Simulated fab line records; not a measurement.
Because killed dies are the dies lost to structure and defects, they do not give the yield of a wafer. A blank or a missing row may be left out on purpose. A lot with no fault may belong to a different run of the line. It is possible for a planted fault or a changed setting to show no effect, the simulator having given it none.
fab line records    flow nand_harc
record lots=6  wafers=18  last_day=33
route steps=1302 shown P_M2@350 P_BONDPAD@351
lots that met no fault: from a run of the same line without faults
start_h: hours from the record's opening day to when the first of the lot's shown wafers began    wait_h: time in hours since the lot's previous step    " the same as in the row above    L1.1+2: several wafers, shown together as one row    - no value present, or no start provided    * or withheld: withheld    < > ~ a bound
route shown NAME@n: names a module that has steps shown in the file, with the first one's number in the route    usual: mean/standard deviation of fault-free wafers    same: alike in all rows    chamber/n: place in a boat    sites: the reading at each site    _std_site: the standard deviation of these    _edge_site: the outer-site mean with the inner-site mean subtracted    radius_mm: how far each site lies from the wafer's centre    mask NAME#n: copy n    behind: tool/chamber where the wafer was last shaped    hold: reason for holding the lot/hours on hold/outcome of the hold    device: transistor that didn't switch, given as n, p or np    end of line: at the end of the route, the tests of the same wafers    a step given without rows: its recipe and nothing more    killed: the dies lost at the first sort to structure and to defects; this is not the yield of the wafer    map: shows each die of a wafer: x if killed, . if not, _ if none is there
set.NAME: the run value of the setting; set.NAME@STEP: its run value at that earlier step    model.NAME: the simulator's own value behind a step, which no gauge read
a table for each step, a row for each wafer; lots at some steps of the route
services: the hour from which a tool's chamber was out of use, counted from the record's first day as start_h (under 0 if before that day), plus the number of hours and why
## steps
# step NHARC_P_M2_DEP_33
# recipe target_thk_a=300  temp_c=370  target_thk_nm=30  pressure_torr=3  flow_sccm=200  rf_w=450  material=SiCN
# usual heater_power_outer_w=313/72  heater_power_w=555/110  rf_fwd_power_W=449.2/1.2
lot.wafer  tool      chamber  start_h  wait_h  heater_power_outer_w  heater_power_w  rf_fwd_power_W
L910.2     pecvd-03  2        154.65   0.1     241                   423             446.2
L910.3     "         1        "        "       373                   639             448.4
L910.4     "         2        "        "       241                   418             448.1
L914.3     pecvd-03  1        177.52   0.1     404                   687             450.5
L914.4     "         1        "        "       389                   674             449.7
L914.6     "         2        "        "       241                   420             451.1
L924.2     pecvd-02  0        276.63   0.1     279                   482             449.9
L924.3     "         2        "        "       197                   438             449.8
L924.5     "         0        "        "       276                   500             449.8
L925.1     pecvd-02  1        290.02   0.1     351                   580             449.3
L925.2     "         2        "        "       247                   515             451.4
L925.4     "         2        "        "       253                   500             450.3
L930.3     pecvd-03  1        342.72   0.1     383                   607             448.2
L930.5     "         0        "        "       436                   768             449.2
L930.6     "         1        "        "       378                   614             449.8
L932.2     pecvd-02  2        365.45   0.1     257                   510             448.0
L932.1     "         0        "        "       296                   502             450.5
L932.3     "         0        "        "       288                   508             451.7
# step NHARC_P_BONDPAD_DEP_00
# recipe target_thk_a=2500  temp_c=370  target_thk_nm=250  pressure_torr=3  flow_sccm=200  rf_w=450  material=SiCN
# usual heater_power_outer_w=308/58  heater_power_w=549/77  rf_fwd_power_W=449.0/1.5
lot.wafer  tool      chamber  start_h  wait_h  heater_power_outer_w  heater_power_w  rf_fwd_power_W
L910.2     pecvd-02  2        155.11   -       286                   586             449.1
L910.3     "         0        "        "       223                   420             448.8
L910.4     "         0        "        "       232                   429             447.9
L914.3     pecvd-02  1        177.98   -       358                   627             449.8
L914.4     "         0        "        "       261                   481             450.2
L914.6     "         2        "        "       221                   493             452.0
L924.2     pecvd-01  2        277.05   -       339                   584             449.8
L924.3     "         0        "        "       348                   577             447.6
L924.5     "         2        "        "       240                   484             446.4
L925.1     pecvd-02  0        -        -       267                   471             449.0
L925.2     "         1        "        "       372                   631             446.3
L925.4     "         2        "        "       257                   552             447.9
L930.3     pecvd-02  2        343.09   -       259                   535             450.0
L930.5     "         0        "        "       226                   433             451.2
L930.6     "         1        "        "       341                   586             446.7
L932.2     pecvd-02  2        365.97   0.5     228                   483             450.7
L932.1     "         0        "        "       244                   458             450.6
L932.3     "         0        "        "       256                   458             449.7
# step NHARC_P_BONDPAD_CMP_32
# recipe target_thk_nm=200  material=SiCN
# usual motor_current_A=12.3/1.9
lot.wafer  tool    chamber  start_h  wait_h  motor_current_A
L910.2     cmp-03  1        155.48   -       10.4
L910.3     "       3        "        "       18.5
L910.4     "       0        "        "       11.2
L914.3     cmp-04  1        178.36   -       12.7
L914.4     "       3        "        "       11.9
L914.6     "       0        "        "       12.0
L924.2     cmp-02  1        277.48   -       12.8
L924.3     "       3        "        "       11.0
L924.5     "       1        "        "       12.3
L925.2     cmp-02  2        290.80   -       11.2
L925.1     "       3        "        "       10.8
L925.4     "       0        "        "       12.5
L930.3     cmp-03  2        343.57   -       13.0
L930.6     "       3        "        "       17.6
L930.5     "       0        "        "       11.6
L932.3     cmp-03  0        366.51   0.3     11.6
L932.1     "       2        "        "       12.8
L932.2     "       3        "        "       17.5
# step NHARC_P_BONDPAD_THK_MEAS_33
# recipe thk_meas_gauge=ellipsometry
# usual thk_nm=199.7/1.5
lot.wafer  tool           chamber  start_h  wait_h  thk_nm
L910.2     film_metro-01  -        155.73   0.2     199.7
L910.3     "              -        "        "       199.8
L910.4     "              -        "        "       198.1
L914.3     film_metro-02  -        178.59   0.2     197.2
L914.4     "              -        "        "       202.6
L914.6     "              -        "        "       201.5
L924.2     film_metro-01  -        277.70   0.2     200.3
L924.3     "              -        "        "       200.1
L924.5     "              -        "        "       199.9
L925.1     film_metro-02  -        291.02   0.2     199.8
L925.2     "              -        "        "       200.7
L925.4     "              -        "        "       201.0
L930.3     film_metro-01  -        343.75   0.2     201.0
L930.5     "              -        "        "       201.6
L930.6     "              -        "        "       201.9
L932.1     film_metro-02  -        366.77   0.2     199.7
L932.2     "              -        "        "       198.1
L932.3     "              -        "        "       197.7
# step NHARC_P_BONDPAD_SRD_34
# step NHARC_P_BONDPAD_DEHYDRATE_01
# recipe temp_c=150  time_s=120
# step NHARC_P_BONDPAD_HMDS_02
# recipe time_s=30
# step NHARC_P_BONDPAD_COAT_36
# recipe temp_c=200  time_s=65
# step NHARC_P_BONDPAD_COAT_03
# recipe spin_rpm=2000  resist_thk_nm=600
# step NHARC_P_BONDPAD_SOFTBAKE_04
# recipe temp_c=125  time_s=70
# step NHARC_P_BONDPAD_EBR_05
# step NHARC_P_BONDPAD_EXPOSE_06
# recipe na=0.55  dose_mj=37.06  mask_id=P_BPAD
# step NHARC_P_BONDPAD_PEB_07
# recipe peb_temp_c=128  peb_time_s=80
# usual chill_plate_temp_C=23.03/0.1  exhaust_pa=44.8/0.82  heater_power_total_W=189.8/0.78
lot.wafer  tool            chamber  start_h  wait_h  chill_plate_temp_C  exhaust_pa  heater_power_total_W
L910.2     litho_track-07  0        156.22   0.1     23.10               45.5        190.7
L910.3     "               0        "        "       23.07               43.9        189.2
L910.4     "               0        "        "       23.16               43.6        188.6
L914.3     litho_track-02  0        179.07   0.1     22.96               44.3        188.8
L914.4     "               0        "        "       23.17               44.7        190.7
L914.6     "               0        "        "       22.96               43.5        190.7
L924.2     litho_track-02  -        278.06   0.1     -                   -           -
L924.3     "               -        "        "       -                   -           -
L924.5     "               -        "        "       -                   -           -
L925.1     litho_track-07  -        291.51   0.1     -                   -           -
L925.2     "               -        "        "       -                   -           -
L925.4     "               -        "        "       -                   -           -
L930.3     litho_track-03  0        344.23   0.1     23.06               45.2        190.6
L930.5     "               0        "        "       22.99               44.1        190.0
L930.6     "               0        "        "       22.93               44.1        189.2
L932.1     litho_track-07  0        367.24   0.1     23.10               44.8        190.9
L932.2     "               0        "        "       23.03               44.5        189.2
L932.3     "               0        "        "       23.15               45.9        190.9
# step NHARC_P_BONDPAD_DEVELOP_08
# recipe time_s=50  dev_temp_c=22
## services
tool            chamber  start_h  hours  kind
cmp-04          -        138.23   0.9    repair
cmp-02          -        146.43   4.0    pm
cmp-03          -        162.07   4.0    pm
pecvd-03        -        171.53   0.3    repair
pecvd-03        -        185.01   13.0   pm
cmp-04          -        188.88   2.1    repair
pecvd-01        2        191.76   5.7    repair
cmp-03          -        193.82   2.0    repair
cmp-03          -        196.38   3.2    repair
cmp-04          -        203.96   1.7    repair
litho_track-02  -        227.00   7.0    pm
pecvd-02        -        227.47   13.0   pm
cmp-02          -        244.43   4.0    pm
litho_track-07  -        251.00   7.0    pm
cmp-03          -        252.24   0.4    repair
cmp-03          -        260.07   4.0    pm
pecvd-02        -        261.23   1.9    repair
pecvd-03        -        265.50   1.8    repair
cmp-02          -        313.25   0.6    repair
pecvd-03        -        339.29   1.7    repair
cmp-02          -        342.43   4.0    pm
pecvd-02        1        349.80   28.0   repair
cmp-03          -        358.20   4.0    pm
pecvd-03        -        366.01   13.0   pm
## key
first_sign step=NHARC_P_BONDPAD_PEB_07  reading=tool_record  direction=missing
effect none on later readings
met_at NHARC_P_BONDPAD_PEB_07
struck_wafers L924.2,L924.3,L924.5,L925.1,L925.2,L925.4
later_rows_left_out L924.2,L924.3,L924.5,L925.1,L925.2,L925.4
sort_left_out L924.2,L924.3,L924.5,L925.1,L925.2,L925.4
onset_between 179.07 278.06
fault kind=skipped_step_whole  tool=litho_track-02,litho_track-07  chamber=-  onset_h=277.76  steps=NHARC_P_BONDPAD_PEB_07  scope=struck_lots_only
# sort_left_out: the simulated sort isn't trusted on such a fault, so these wafers' sort isn't shown, and their yield isn't known
# later_rows_left_out: the simulator's readings of these wafers behind a module that went badly wrong aren't trusted and aren't shown, but for the sort
